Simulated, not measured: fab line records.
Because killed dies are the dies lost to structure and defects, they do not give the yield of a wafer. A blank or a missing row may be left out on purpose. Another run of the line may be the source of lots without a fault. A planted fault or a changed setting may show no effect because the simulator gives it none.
fab line records -- flow n5_finfet
record lots=11, wafers=33, last_day=18
route steps=1938 shown BEOL_M4@1096 BEOL_M5@1112 PASSIVATION@1936
lots with no fault: from the same line, run without faults
start_h: start of the lot's first displayed wafer, in hours after the record's first day -- wait_h: hours elapsed since this lot's preceding step -- " unchanged from the row above -- L1.1+2: one row covering several wafers at once -- - no value, or no start given -- * or withheld: withheld -- < > ~ a bound
route shown NAME@n: a module of which the file shows steps, and the number in the route of the first -- usual: average and standard deviation across the fault-free wafers -- same: alike in all rows -- chamber/n: place in a boat -- sites: per-site readings -- _std_site: standard deviation of those values -- _edge_site: mean of outer sites minus mean of inner sites -- radius_mm: for every site, how far away it sits from the centre of the wafer -- mask NAME#n: copy n -- behind: tool/chamber where the wafer was last shaped -- hold: reason for holding the lot/hours on hold/outcome of the hold -- device: whichever transistor did not switch (one of n, p or np) -- end of line: tests of these same wafers at the route's end -- a step given without rows: its recipe and nothing more -- killed: the dies lost at the first sort to structure and to defects; this is not the yield of the wafer -- map: a wafer's dies, x killed, . not, _ none there
set.NAME: the run value of the setting; set.NAME@STEP: its run value at that earlier step -- model.NAME: the simulator's own value behind a step, which no gauge read
the route's steps for a sample of lots (tables are steps, rows are wafers)
services: a tool's chamber out of use, with start hour (start_h, from the record's first day; less than 0 if before it), hours out, and reason
## steps
# step N5_BEOL_M4_SPUTTER_92
# recipe material=Cu, target_thk_a=45, temp_c=-20, chamber_pressure_pa=0.07, power_w=withheld, time_s=8.29
# usual throttle_valve_pct=30.1/1.1
lot.wafer,tool,chamber,start_h,wait_h,throttle_valve_pct
L364.4,pvd_sputter-02,-,173.67,0.1,31.2
L364.5,pvd_sputter-02,-,173.67,0.1,31.1
L364.6,pvd_sputter-02,-,173.67,0.1,30.9
L365.2,pvd_sputter-01,-,176.36,0.1,28.5
L365.3,pvd_sputter-01,-,176.36,0.1,31.0
L365.4,pvd_sputter-01,-,176.36,0.1,31.5
L367.1,pvd_sputter-03,-,191.80,0.1,29.7
L367.4,pvd_sputter-03,-,191.80,0.1,31.0
L367.6,pvd_sputter-03,-,191.80,0.1,30.1
L368.1,pvd_sputter-02,-,193.82,0.1,31.0
L368.3,pvd_sputter-02,-,193.82,0.1,31.2
L368.6,pvd_sputter-02,-,193.82,0.1,31.0
L369.3,pvd_sputter-03,-,198.42,0.1,30.0
L369.4,pvd_sputter-03,-,198.42,0.1,31.3
L369.5,pvd_sputter-03,-,198.42,0.1,30.0
L370.2,pvd_sputter-02,-,207.27,0.1,27.7
L370.3,pvd_sputter-02,-,207.27,0.1,31.0
L370.5,pvd_sputter-02,-,207.27,0.1,29.8
L371.3,pvd_sputter-03,-,215.42,0.1,29.6
L371.4,pvd_sputter-03,-,215.42,0.1,30.5
L371.5,pvd_sputter-03,-,215.42,0.1,29.7
L378.1,pvd_sputter-03,-,263.44,0.1,29.9
L378.4,pvd_sputter-03,-,263.44,0.1,31.2
L378.5,pvd_sputter-03,-,263.44,0.1,31.3
L384.2,pvd_sputter-01,-,292.93,0.1,29.9
L384.3,pvd_sputter-01,-,292.93,0.1,28.6
L384.4,pvd_sputter-01,-,292.93,0.1,31.7
L385.2,pvd_sputter-02,-,309.22,0.1,27.5
L385.4,pvd_sputter-02,-,309.22,0.1,31.2
L385.6,pvd_sputter-02,-,309.22,0.1,31.2
L386.3,pvd_sputter-03,-,312.15,0.1,30.7
L386.5,pvd_sputter-03,-,312.15,0.1,29.9
L386.6,pvd_sputter-03,-,312.15,0.1,29.9
# step N5_BEOL_M4_ANNEAL_95
# recipe temp_c=400, time_s=240, ambient=vacuum
# usual heater_power_w=851/69
lot.wafer,tool,chamber,start_h,wait_h,heater_power_w
L364.4,pvd_sputter-02,-,173.97,0.0,895
L364.5,pvd_sputter-02,-,173.97,0.0,846
L364.6,pvd_sputter-02,-,173.97,0.0,912
L365.2,pvd_sputter-01,-,176.66,0.0,809
L365.3,pvd_sputter-01,-,176.66,0.0,773
L365.4,pvd_sputter-01,-,176.66,0.0,822
L367.1,pvd_sputter-03,-,192.10,0.0,793
L367.4,pvd_sputter-03,-,192.10,0.0,887
L367.6,pvd_sputter-03,-,192.10,0.0,817
L368.1,pvd_sputter-02,-,194.12,0.0,916
L368.3,pvd_sputter-02,-,194.12,0.0,830
L368.6,pvd_sputter-02,-,194.12,0.0,896
L369.3,pvd_sputter-03,-,198.72,0.0,817
L369.4,pvd_sputter-03,-,198.72,0.0,886
L369.5,pvd_sputter-03,-,198.72,0.0,812
L370.2,pvd_sputter-02,-,207.57,0.0,999
L370.3,pvd_sputter-02,-,207.57,0.0,908
L370.5,pvd_sputter-02,-,207.57,0.0,842
L371.3,pvd_sputter-03,-,215.72,0.0,812
L371.4,pvd_sputter-03,-,215.72,0.0,797
L371.5,pvd_sputter-03,-,215.72,0.0,794
L378.1,pvd_sputter-03,-,263.74,0.0,822
L378.4,pvd_sputter-03,-,263.74,0.0,896
L378.5,pvd_sputter-03,-,263.74,0.0,887
L384.2,pvd_sputter-01,-,293.23,0.0,796
L384.3,pvd_sputter-01,-,293.23,0.0,802
L384.4,pvd_sputter-01,-,293.23,0.0,843
L385.2,pvd_sputter-02,-,309.52,0.0,997
L385.4,pvd_sputter-02,-,309.52,0.0,919
L385.6,pvd_sputter-02,-,309.52,0.0,839
L386.3,pvd_sputter-03,-,312.45,0.0,840
L386.5,pvd_sputter-03,-,312.45,0.0,818
L386.6,pvd_sputter-03,-,312.45,0.0,845
# step N5_BEOL_M4_CO_CAP_55
# recipe material=Co, target_thk_a=20, temp_c=200, precursor=CCTBA/H2, pressure_torr=30, time_s=102.1
# usual chamber_pressure_Torr=30.00/0.066, heater_power_w=240/40
lot.wafer,tool,chamber,start_h,wait_h,chamber_pressure_Torr,heater_power_w
L364.4,cvd_co-02,2,175.01,0.0,30.05,194
L364.5,cvd_co-02,1,175.01,0.0,30.01,300
L364.6,cvd_co-02,0,175.01,0.0,29.98,232
L365.2,cvd_co-01,1,177.68,0.0,30.07,265
L365.3,cvd_co-01,2,177.68,0.0,30.12,188
L365.4,cvd_co-01,1,177.68,0.0,30.13,260
L367.1,cvd_co-01,2,193.11,0.0,30.00,181
L367.4,cvd_co-01,0,193.11,0.0,30.00,262
L367.6,cvd_co-01,2,193.11,0.0,29.99,183
L368.1,cvd_co-01,0,195.12,0.0,30.20,261
L368.3,cvd_co-01,1,195.12,0.0,29.91,264
L368.6,cvd_co-01,0,195.12,0.0,29.94,255
L369.3,cvd_co-02,2,199.72,0.0,30.09,198
L369.4,cvd_co-02,0,199.72,0.0,29.96,234
L369.5,cvd_co-02,2,199.72,0.0,30.00,204
L370.2,cvd_co-01,2,208.58,0.0,29.99,183
L370.3,cvd_co-01,0,208.58,0.0,30.04,263
L370.5,cvd_co-01,2,208.58,0.0,30.09,184
L371.3,cvd_co-02,0,217.00,0.0,29.97,234
L371.4,cvd_co-02,1,217.00,0.0,29.98,308
L371.5,cvd_co-02,2,217.00,0.0,30.03,196
L378.1,cvd_co-02,2,264.75,0.0,30.02,196
L378.4,cvd_co-02,0,264.75,0.0,30.01,237
L378.5,cvd_co-02,2,264.75,0.0,29.91,199
L384.2,cvd_co-01,1,294.43,0.0,29.98,264
L384.3,cvd_co-01,0,294.43,0.0,29.99,256
L384.4,cvd_co-01,0,294.43,0.0,29.98,250
L385.2,cvd_co-01,2,310.52,0.0,30.01,189
L385.4,cvd_co-01,0,310.52,0.0,30.02,261
L385.6,cvd_co-01,2,310.52,0.0,29.92,184
L386.3,cvd_co-01,0,313.52,0.0,29.88,259
L386.5,cvd_co-01,1,313.52,0.0,29.98,261
L386.6,cvd_co-01,2,313.52,0.0,29.95,186
# step N5_BEOL_M5_ILD_DEP_00
# recipe material=SiCOH_lowk, target_thk_a=1406.4, temp_c=300, precursor=DEMS/porogen, pressure_torr=5, rf_w=500, time_s=25.9
# usual chamber_pressure_Torr=4.998/0.0099, heater_power_w=323/44, rf_fwd_power_W=494.6/1.9, showerhead_plenum_p_Torr=5.748/0.021, throttle_valve_pct=14.0/0.94
lot.wafer,tool,chamber,start_h,wait_h,chamber_pressure_Torr,heater_power_w,rf_fwd_power_W,showerhead_plenum_p_Torr,throttle_valve_pct
L364.4,pecvd-01,2,176.19,0.4,4.998,314,496.5,5.761,12.7
L364.5,pecvd-01,0,176.19,0.4,5.005,263,497.9,5.727,13.8
L364.6,pecvd-01,1,176.19,0.4,5.013,315,493.2,5.756,15.5
L365.2,pecvd-02,1,178.87,0.7,5.005,252,492.4,5.707,13.6
L365.3,pecvd-02,2,178.87,0.7,4.998,330,493.8,5.722,14.2
L365.4,pecvd-02,0,178.87,0.7,4.993,351,495.0,5.717,13.5
L367.1,pecvd-01,0,194.31,0.8,4.993,313,495.1,5.732,13.7
L367.4,pecvd-01,2,194.31,0.8,5.001,346,494.6,5.774,13.4
L367.6,pecvd-01,1,194.31,0.8,4.996,332,494.1,5.761,16.0
L368.1,pecvd-04,2,196.32,0.8,4.992,365,492.0,5.736,13.7
L368.3,pecvd-04,1,196.32,0.8,5.005,392,492.4,5.762,14.8
L368.6,pecvd-04,2,196.32,0.8,4.981,373,492.0,5.747,13.4
L369.3,pecvd-01,2,200.92,0.5,5.009,306,497.8,5.776,13.0
L369.4,pecvd-01,0,200.92,0.5,5.018,277,496.7,5.755,13.5
L369.5,pecvd-01,1,200.92,0.5,5.002,383,492.4,5.739,16.1
L370.2,pecvd-01,1,209.78,0.7,5.007,352,-,5.761,15.5
L370.3,pecvd-01,2,209.78,0.7,5.008,323,-,5.779,12.8
L370.5,pecvd-01,1,209.78,0.7,5.004,352,493.8,5.763,15.8
L371.3,pecvd-01,0,218.19,0.5,5.004,320,-,5.732,13.7
L371.4,pecvd-01,2,218.19,0.5,5.002,314,-,5.763,13.0
L371.5,pecvd-01,0,218.19,0.5,5.004,238,496.7,5.721,13.8
L378.1,pecvd-02,1,265.95,0.8,4.991,218,491.1,5.730,13.4
L378.4,pecvd-02,1,265.95,0.8,5.011,228,493.0,5.722,13.6
L378.5,pecvd-02,1,265.95,0.8,4.991,231,490.3,5.722,13.8
L384.2,pecvd-04,1,295.62,0.7,4.996,385,491.2,5.768,14.6
L384.3,pecvd-04,0,295.62,0.7,5.006,293,492.4,5.733,13.5
L384.4,pecvd-04,2,295.62,0.7,4.992,373,491.6,5.736,13.5
L385.2,pecvd-01,0,311.72,0.7,5.018,284,494.0,5.733,13.8
L385.4,pecvd-01,0,311.72,0.7,5.010,284,495.9,5.740,13.8
L385.6,pecvd-01,1,311.72,0.7,4.993,363,494.3,5.763,15.7
L386.3,pecvd-04,2,314.72,0.5,4.992,351,494.5,5.739,13.4
L386.5,pecvd-04,0,314.72,0.5,4.992,246,494.7,5.750,13.6
L386.6,pecvd-04,1,314.72,0.5,4.994,379,496.8,5.780,14.8
# step N5_BEOL_M5_THK_MEAS_01
# recipe reads=SiCOH_lowk_of_BEOL_M5_ILD_DEP_00
# usual M5_ILD_THK=120.8/1.6
lot.wafer,tool,chamber,start_h,wait_h,M5_ILD_THK[nm]
L364.4,film_metro-01,-,176.75,0.2,121.4
L364.5,film_metro-01,-,176.75,0.2,123.4
L364.6,film_metro-01,-,176.75,0.2,124.0
L365.2,film_metro-01,-,179.45,0.4,120.4
L365.3,film_metro-01,-,179.45,0.4,120.8
L365.4,film_metro-01,-,179.45,0.4,121.4
L367.1,film_metro-02,-,194.88,0.4,118.3
L367.4,film_metro-02,-,194.88,0.4,120.7
L367.6,film_metro-02,-,194.88,0.4,121.4
L368.1,film_metro-01,-,196.89,0.4,119.5
L368.3,film_metro-01,-,196.89,0.4,118.3
L368.6,film_metro-01,-,196.89,0.4,121.9
L369.3,film_metro-01,-,201.66,0.3,119.2
L369.4,film_metro-01,-,201.66,0.3,119.8
L369.5,film_metro-01,-,201.66,0.3,119.0
L370.2,film_metro-02,-,210.35,0.4,109.0
L370.3,film_metro-02,-,210.35,0.4,107.9
L370.5,film_metro-02,-,210.35,0.4,121.7
L371.3,film_metro-01,-,218.77,0.3,107.9
L371.4,film_metro-01,-,218.77,0.3,108.9
L371.5,film_metro-01,-,218.77,0.3,121.4
L378.1,film_metro-01,-,266.55,0.4,119.1
L378.4,film_metro-01,-,266.55,0.4,120.5
L378.5,film_metro-01,-,266.55,0.4,120.5
L384.2,film_metro-01,-,296.41,0.4,123.5
L384.3,film_metro-01,-,296.41,0.4,120.8
L384.4,film_metro-01,-,296.41,0.4,124.8
L385.2,film_metro-01,-,312.29,0.4,119.4
L385.4,film_metro-01,-,312.29,0.4,121.6
L385.6,film_metro-01,-,312.29,0.4,121.0
L386.3,film_metro-02,-,315.30,0.3,120.9
L386.5,film_metro-02,-,315.30,0.3,122.3
L386.6,film_metro-02,-,315.30,0.3,121.7
# step N5_PASSIVATION_PROBE_49
# usual defect_limited_yield=90.9/1.5, killed_at_M0_to_M3=36/10, killed_at_M4_up=13/5.5, killed_at_contacts=12/5.6, killed_at_front_end=42/12, killed_at_other=4/3.2, killed_dies=108/18, killed_open=71/13, killed_short=34/7.8, sort_bin_5_function=5.4/1, sort_bin_6_memory=3.4/0.68, sort_bin_8_speed=0.00/0.0071, sort_n_pass=1072/18, sort_yield_pct=90.9/1.5
# same gross_dies=1180, killed_at_back_side=0, sort_bin_4_leakage[%]=0
lot.wafer,tool,chamber,start_h,wait_h,defect_limited_yield[%],killed_at_M0_to_M3,killed_at_M4_up,killed_at_contacts,killed_at_front_end,killed_at_other,killed_dies,killed_open,killed_short,sort_bin_5_function[%],sort_bin_6_memory[%],sort_bin_8_speed[%],sort_n_pass,sort_yield_pct[%]
L364.4,prober-02,-,276.08,0.2,90.3,34,10,3,63,4,114,84,27,6.3,3.1,0,1066,90.3
L364.5,prober-02,-,276.13,0.2,88.9,44,11,11,65,0,131,92,35,6.4,4.0,0,1049,88.9
L364.6,prober-02,-,276.18,0.3,91.3,44,9,2,47,1,103,71,32,5.3,3.2,0,1077,91.3
L368.1,prober-01,-,289.78,0.0,91.9,30,16,18,28,3,95,69,25,4.7,3.2,0,1085,91.9
L368.3,prober-01,-,289.88,0.1,89.5,56,1,5,58,4,124,77,39,6.4,3.0,0,1056,89.5
L368.6,prober-01,-,290.03,0.3,91.3,44,6,4,42,7,103,70,26,5.3,2.5,0,1077,91.3
L371.3,prober-01,-,320.25,0.1,93.1,22,17,5,35,2,81,52,28,3.9,2.7,0,1099,93.1
L371.4,prober-01,-,320.30,0.2,95.3,27,5,2,19,2,55,30,23,2.7,1.7,0,1125,95.3
L371.5,prober-01,-,320.35,0.2,91.9,25,8,10,53,0,96,53,38,5.0,2.6,0,1084,91.9
L378.1,prober-01,-,385.70,0.0,92.9,23,13,6,38,4,84,49,35,3.5,3.1,0,1096,92.9
L378.4,prober-01,-,385.85,0.2,92.8,27,14,7,34,3,85,57,27,4.2,2.8,0,1095,92.8
L378.5,prober-01,-,385.90,0.2,92.4,34,12,9,32,3,90,73,17,4.6,2.8,0,1090,92.4
L384.2,prober-01,-,410.77,0.1,90.8,33,17,16,42,1,109,72,32,4.7,3.9,0,1071,90.8
L384.3,prober-01,-,410.82,0.1,86.9,52,20,19,59,4,154,106,47,8.4,4.4,0,1026,86.9
L384.4,prober-01,-,410.87,0.2,91.1,30,12,26,37,0,105,74,30,4.8,4.0,0,1075,91.1
# killed by level:class
L364.4 STI_FIN_REVEAL:geometric_particle:open=26 FIN_SAQP:geometric_particle:short=10 FIN_SAQP:geometric_particle:open=9 BEOL_M3:geometric_particle:open=9 BEOL_M4:geometric_particle:open=7 BEOL_M2:geometric_particle:open=7 BEOL_M0_SAQP:geometric_particle:open=5 GATE_CUT:geometric_particle:short=4
L364.5 STI_FIN_REVEAL:geometric_particle:open=31 BEOL_M0_SAQP:geometric_particle:short=12 BEOL_M0_SAQP:geometric_particle:open=11 MOL_CONTACT_COAG:geometric_particle:open=10 BEOL_M3:geometric_particle:open=9 FIN_SAQP:geometric_particle:open=8 FIN_SAQP:geometric_particle:short=7 STI_FIN_REVEAL:geometric_particle:short=6
L364.6 STI_FIN_REVEAL:geometric_particle:open=19 BEOL_M1:geometric_particle:open=13 BEOL_M0_SAQP:geometric_particle:open=8 FIN_SAQP:geometric_particle:open=6 STI_FIN_REVEAL:geometric_particle:short=6 BEOL_M0_SAQP:geometric_particle:short=6 BEOL_M2:geometric_particle:open=5 FIN_SAQP:geometric_particle:short=4
L368.1 MOL_CONTACT_COAG:geometric_particle:open=17 BEOL_M2:geometric_particle:open=7 FIN_SAQP:geometric_particle:open=6 BEOL_M0_SAQP:geometric_particle:short=6 BEOL_M0_SAQP:geometric_particle:open=6 BEOL_M1:geometric_particle:open=6 DUMMY_GATE:geometric_particle:open=4 STARTING-WAFER:geometric_particle:open=4
L368.3 FIN_SAQP:geometric_particle:open=19 BEOL_M2:geometric_particle:open=18 FIN_SAQP:geometric_particle:short=9 BEOL_M0_SAQP:geometric_particle:short=9 BEOL_M0_SAQP:geometric_particle:open=8 BEOL_M1:geometric_particle:open=8 HKMG_FIN:area_etch=8 STI_FIN_REVEAL:geometric_particle:open=4
L368.6 BEOL_M2:geometric_particle:open=13 FIN_SAQP:geometric_particle:open=9 STI_FIN_REVEAL:geometric_particle:open=9 BEOL_M0:geometric_particle:open=9 HKMG_FIN:area_etch=7 BEOL_M0_SAQP:geometric_particle:open=6 BEOL_M0_SAQP:geometric_particle:short=5 BEOL_M5:geometric_particle:open=4
L371.3 FIN_SAQP:geometric_particle:open=10 BEOL_M0_SAQP:geometric_particle:short=8 BEOL_M4:geometric_particle:open=6 FIN_SAQP:geometric_particle:short=4 DUMMY_GATE:geometric_particle:open=4 BEOL_M5:geometric_particle:open=4 ILD0:geometric_particle:short=3 MOL_CONTACT_COAG:geometric_particle:open=3
L371.4 BEOL_M0_SAQP:geometric_particle:short=8 BEOL_M0_SAQP:geometric_particle:open=5 DUMMY_GATE:geometric_particle:open=4 FIN_SAQP:geometric_particle:open=3 BEOL_M1:geometric_particle:open=3 BEOL_M3:geometric_particle:open=3 FIN_CUT:geometric_particle:short=2 MOL_CONTACT_COAG:geometric_particle:open=2
L371.5 FIN_SAQP:geometric_particle:open=17 FIN_SAQP:geometric_particle:short=12 BEOL_M2:geometric_particle:open=9 MOL_CONTACT_COAG:geometric_particle:open=5 MOL_CONTACT_COAG:geometric_particle:short=5 GATE_CUT:geometric_particle:short=4 BEOL_M0_SAQP:geometric_particle:short=4 BEOL_M3:geometric_particle:open=4
L378.1 STI_FIN_REVEAL:geometric_particle:open=11 FIN_SAQP:geometric_particle:short=8 MOL_CONTACT_COAG:geometric_particle:open=6 BEOL_M3:geometric_particle:open=6 FIN_SAQP:geometric_particle:open=5 BEOL_M0_SAQP:geometric_particle:short=5 BEOL_M2:geometric_particle:short=4 BEOL_M4:geometric_particle:open=4
L378.4 BEOL_M3:geometric_particle:open=9 DUMMY_GATE:geometric_particle:open=6 MOL_CONTACT_COAG:geometric_particle:open=6 BEOL_M2:geometric_particle:open=5 BEOL_M4:geometric_particle:open=5 STI_FIN_REVEAL:geometric_particle:open=4 GATE_CUT:geometric_particle:short=4 BEOL_M0_SAQP:geometric_particle:short=4
L378.5 BEOL_M1:geometric_particle:open=12 DUMMY_GATE:geometric_particle:open=8 MOL_CONTACT_COAG:geometric_particle:open=8 BEOL_M0_SAQP:geometric_particle:open=8 STI_FIN_REVEAL:geometric_particle:open=7 FIN_SAQP:geometric_particle:open=5 BEOL_M4:geometric_particle:open=5 STARTING-WAFER:geometric_particle:open=4
L384.2 MOL_CONTACT_COAG:geometric_particle:open=13 BEOL_M3:geometric_particle:open=10 FIN_SAQP:geometric_particle:open=9 STI_FIN_REVEAL:geometric_particle:open=8 BEOL_M5:geometric_particle:open=8 FIN_SAQP:geometric_particle:short=7 BEOL_M0_SAQP:geometric_particle:short=7 BEOL_M2:geometric_particle:open=6
L384.3 BEOL_M2:geometric_particle:open=19 FIN_SAQP:geometric_particle:open=18 FIN_SAQP:geometric_particle:short=16 MOL_CONTACT_COAG:geometric_particle:open=13 BEOL_M4:geometric_particle:open=9 BEOL_M0_SAQP:geometric_particle:open=9 DUMMY_GATE:geometric_particle:open=7 MOL_CONTACT_COAG:geometric_particle:short=6
L384.4 MOL_CONTACT_COAG:geometric_particle:open=21 FIN_SAQP:geometric_particle:open=10 BEOL_M2:geometric_particle:open=10 FIN_SAQP:geometric_particle:short=9 MOL_CONTACT_COAG:geometric_particle:short=5 BEOL_M4:geometric_particle:open=5 STI_FIN_REVEAL:geometric_particle:open=4 BEOL_M0_SAQP:geometric_particle:short=4
## services
tool,chamber,start_h,hours,kind
pecvd-04,2,157.25,1.7,repair
pecvd-04,2,170.42,5.5,scheduled_down
pecvd-02,-,184.99,27.0,repair
cvd_co-01,2,231.54,18.0,repair
pecvd-02,2,231.85,5.5,scheduled_down
cvd_co-01,2,272.90,5.4,repair
cvd_co-02,-,276.61,2.8,pm
pvd_sputter-02,-,279.52,3.8,repair
pecvd-01,-,289.64,1.0,repair
pecvd-04,1,298.99,6.2,repair
pecvd-04,2,303.65,2.1,scheduled_down
## key
first_sign step=N5_BEOL_M5_THK_MEAS_01, reading=M5_ILD_THK, direction=down, sigmas=8, usual=120.8, struck=108.4
effect none on later readings
met_at N5_BEOL_M5_ILD_DEP_00
struck_lots L370,L371
struck_wafers L370.2,L370.3,L371.3,L371.4
not_acting_at N5_BEOL_M4_SPUTTER_92,N5_BEOL_M4_ANNEAL_95,N5_BEOL_M4_CO_CAP_55
onset_between 200.92 209.78
fault kind=process_parameter_drift, tool=pecvd-01, chamber=-, onset_h=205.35, steps=N5_BEOL_M5_ILD_DEP_00, channel=time_s, offset=*, shape=step, end_h=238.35, scope=struck_wafers_only, acts_in=*, stated=*
